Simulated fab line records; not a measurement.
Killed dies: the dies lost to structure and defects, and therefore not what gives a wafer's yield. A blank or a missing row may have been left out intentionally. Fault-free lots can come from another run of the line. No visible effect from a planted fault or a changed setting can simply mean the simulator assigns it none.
Lot-split experiment    flow n5_finfet    21 wafers read across 7 lots, on a route 1938 steps long

ON THE SPLIT
At N5_FIN_SAQP_PECVD_06 (deposits a-Si from SiH4/He, target thk 60 nm, time 48.1 s), the setting time_s was moved away from the recipe's 48.1 s on 9 of the 21 wafers read, by -14.6% to +5.6%. For the rest of the wafers, this setting stayed at what the recipe calls for.

FROM THE SPLIT TO THE READING: what the file shows between them, 5 steps
- N5_FIN_SAQP_THK_MEAS_07
- N5_FIN_SAQP_HM_DEP_72: deposits SiO2 from SiH4/N2O, target thk 12 nm, time 7.2 s
- N5_FIN_SAQP_COAT_49: time 60 s, resist thk 100 nm
- N5_FIN_SAQP_HM_OPEN_73: chemistry CHF3/O2, target SiO2, stops on a-Si, target depth 12 nm, time 16.8 s
- N5_FIN_SAQP_STRIP_74: strips in CHF3/O2

THE READING
oes_product_au, in a.u., at N5_FIN_SAQP_MANDREL_ETCH_22 (etches a-Si in HBr/Cl2, stops on SiNx, target depth 60 nm, bt time 10 s, time 30 s). On this fab line, fault-free wafers typically give 0.767 a.u. with a standard deviation of 0.012 a.u.

wafer   tool, chamber at the split  time_s as run, s  against the recipe  oes_product_au, a.u.  against lot-mates on the recipe
L075.1  pecvd-02, 1                 48.1              recipe              0.748                 -
L075.3  pecvd-02, 0                 48.1              recipe              0.750                 -
L075.5  pecvd-02, 0                 48.1              recipe              0.755                 -
L081.1  pecvd-02, 1                 48.1              recipe              0.755                 -
L081.2  pecvd-02, 2                 48.1              recipe              0.768                 -
L081.5  pecvd-02, 2                 50.79             +5.6%               0.787                 +0.025
L085.1  pecvd-02, 2                 45.96             -4.4%               0.760                 -0.029
L085.2  pecvd-02, 1                 45.96             -4.4%               0.724                 -0.065
L085.5  pecvd-02, 0                 48.1              recipe              0.789                 -
L086.2  pecvd-03, 0                 48.1              recipe              0.772                 -
L086.3  pecvd-03, 0                 48.1              recipe              0.773                 -
L086.5  pecvd-03, 1                 48.1              recipe              0.760                 -
L090.1  pecvd-04, 1                 48.1              recipe              0.778                 -
L090.3  pecvd-04, 0                 42.87             -10.9%              0.699                 -0.079
L090.5  pecvd-04, 2                 42.87             -10.9%              0.704                 -0.074
L093.2  pecvd-04, 0                 41.09             -14.6%              0.693                 -0.068
L093.4  pecvd-04, 0                 48.1              recipe              0.761                 -
L093.6  pecvd-04, 2                 41.09             -14.6%              0.700                 -0.061
L096.1  pecvd-02, 1                 44.72             -7.0%               0.721                 -0.036
L096.2  pecvd-02, 0                 48.1              recipe              0.757                 -
L096.3  pecvd-02, 2                 44.72             -7.0%               0.736                 -0.021

THE FIT
A straight line over all 21 wafers: oes_product_au changes by +0.00492 a.u. for each +1% of time_s; r = +0.92; the points scatter about the line by 0.012 a.u.
The same after taking each lot's own level away (the mean of its wafers on the recipe; 21 wafers): +0.00522 a.u. for each +1%; r = +0.92; scatter 0.013 a.u.
That fit puts the effect of the largest move of time_s on the reading at 0.076 a.u.
The lots' own levels span 0.7510 to 0.7890 a.u., that is 3.2 times the standard deviation above.
So the lot-to-lot level changes the slope little: the two slopes agree.
Check: -0.0822 a.u. against its lot-mates is what the line predicts for one of the wafers moved furthest among these (-14.6%) when that wafer is left out of the fit. Against them it came out at -0.068 a.u.

ADDITIONAL SPLITS CARRIED BY THESE WAFERS
These wafers also went through other splits before the reading. Each is held against what the fit with the lots' levels taken away leaves over:
other split on the same wafers            wafers away from the commonest value  r with oes_product_au (lot level and that fit taken away)
N5_ZERO_LAYER_EXPOSE_08 dose_mj           10                                    -0.22
N5_ZERO_LAYER_DESCUM_16 time_s            4                                     +0.26
N5_PMOS_HMC_CHANNEL_EPI_COAT_03 spin_rpm  7                                     +0.01
N5_FIN_SAQP_HM_DEP_03 time_s              7                                     +0.22

THE WHOLE CHAIN: every reading that the file lists as answering this split, in the file's order
step                         what it does                                                                        reading                                                                            change (the file's fit)                    r (the file's)
N5_FIN_SAQP_PECVD_06         deposits a-Si from SiH4/He, target thk 60 nm, time 48.1 s                           a-Si_of_FIN_SAQP_PECVD_06.thk_nm (the simulator's own value, which no gauge read)  +0.664 nm for each +1% of the setting      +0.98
N5_FIN_SAQP_THK_MEAS_07                                                                                          thk_nm                                                                             withheld for each +1% of the setting       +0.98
N5_FIN_SAQP_MANDREL_ETCH_22  etches a-Si in HBr/Cl2, stops on SiNx, target depth 60 nm, bt time 10 s, time 30 s  oes_product_au                                                                     +0.00541 a.u. for each +1% of the setting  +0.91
N5_FIN_SAQP_MANDREL_ETCH_22  etches a-Si in HBr/Cl2, stops on SiNx, target depth 60 nm, bt time 10 s, time 30 s  etch.depth_nm (the simulator's own value, which no gauge read)                     +0.661 nm for each +1% of the setting      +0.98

FILE'S OWN FIT
oes_product_au changes by +0.00541 a.u. for each +1% of time_s, r = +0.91.
